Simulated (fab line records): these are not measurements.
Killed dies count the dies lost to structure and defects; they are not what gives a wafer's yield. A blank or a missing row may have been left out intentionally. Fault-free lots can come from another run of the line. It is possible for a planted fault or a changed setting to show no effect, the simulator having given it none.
Which tool is to blame? + flow nand harc + 12 lots with 36 wafers sampled at 3 steps, on a route of 1159 steps

## WHAT THE GAUGES READ, wafer by wafer
NHARC_A_CONTACT_OVL_MEAS_43.
| lot  | measured     | on         | overlay x nm (nm) |
|------|--------------|------------|-------------------|
| L075 | day 16 15:44 | overlay-01 | -0.6 -0.8 -1.0    |
| L076 | day 16 22:33 | overlay-01 | 0.7 0.9 0.4       |
| L080 | day 18 07:45 | overlay-01 | 1.9 2.0 1.8       |
| L082 | day 18 13:30 | overlay-02 | 0.4 0.3 0.3       |
| L079 | day 18 17:47 | overlay-01 | 0.8 0.2 -0.3      |
| L087 | day 19 03:47 | overlay-02 | 0.4 0.3 0.7       |
| L085 | day 20 04:28 | overlay-01 | 0.8 0.6 0.8       |
| L088 | day 20 11:29 | overlay-01 | 1.0 1.0 0.8       |
| L089 | day 20 16:35 | overlay-01 | 1.3 0.9 0.9       |
| L093 | day 21 10:51 | overlay-01 | -0.3 0.5 0.1      |
| L095 | day 21 23:42 | overlay-01 | -1.3 -1.0 -1.0    |
| L097 | day 22 05:26 | overlay-01 | -0.4 0.4 -0.2     |

## WHICH TOOL RAN EACH LOT (tool, then ch and the chambers of the sampled wafers, then the start)
| lot  | NHARC_A_CONTACT_DEP_24          | NHARC_A_CONTACT_DEP_28        |
|------|---------------------------------|-------------------------------|
| L075 | pecvd-04 ch 0,2, day 16 09:25   | acl dep-03 ch 0, day 16 12:45 |
| L076 | pecvd-02 ch 0,1, day 16 13:37   | acl dep-01 ch 0, day 16 19:56 |
| L080 | pecvd-04 ch 1,2, day 18 04:05   | acl dep-01 ch 0, day 18 05:04 |
| L082 | pecvd-04 ch 0,1,2, day 18 08:46 | acl dep-01 ch 0, day 18 10:36 |
| L079 | pecvd-02 ch 0,2, day 18 13:10   | acl dep-01 ch 0, day 18 15:29 |
| L087 | pecvd-04 ch 0,2, day 18 21:04   | acl dep-01 ch 0, day 19 00:46 |
| L085 | pecvd-02 ch 0,1, day 19 22:41   | acl dep-01 ch 0, day 20 01:23 |
| L088 | pecvd-02 ch 0,1,2, day 20 07:58 | acl dep-01 ch 0, day 20 09:19 |
| L089 | pecvd-02 ch 0,1,2, day 20 13:08 | acl dep-01 ch 0, day 20 14:39 |
| L093 | pecvd-01 ch 0,1,2, day 21 05:16 | acl dep-03 ch 0, day 21 08:16 |
| L095 | pecvd-01 ch 1,2, day 21 19:59   | acl dep-01 ch 0, day 21 20:58 |
| L097 | pecvd-04 ch 0,1,2, day 22 01:59 | acl dep-02 ch 0, day 22 03:37 |
- NHARC_A_CONTACT_DEP_24: deposits SiO2, target thk 500 nm.
- NHARC_A_CONTACT_DEP_28: deposits aC, target thk 3600 nm.

## THE ANSWER, worked out from the rows above alone
Rule: the usual values come from the lots themselves. Put in order of their means at a reading, lots are off if they are a third of the lots or fewer, leave a main group of 4 or more, and stand apart from it by a gap of 3 or more times the standard deviation of the main group's means; of several such gaps the widest counts. A main group is skipped when, at the precision printed for the reading in the tables above, its means are all equal. Also off: a lot with no number at a reading for which 4 or more lots have one. Any other lot the step has rows for is counted as sound.
No lot is off at any reading shown: from this, nothing can be told.

## WHAT WAS PUT IN BY THE SIMULATOR
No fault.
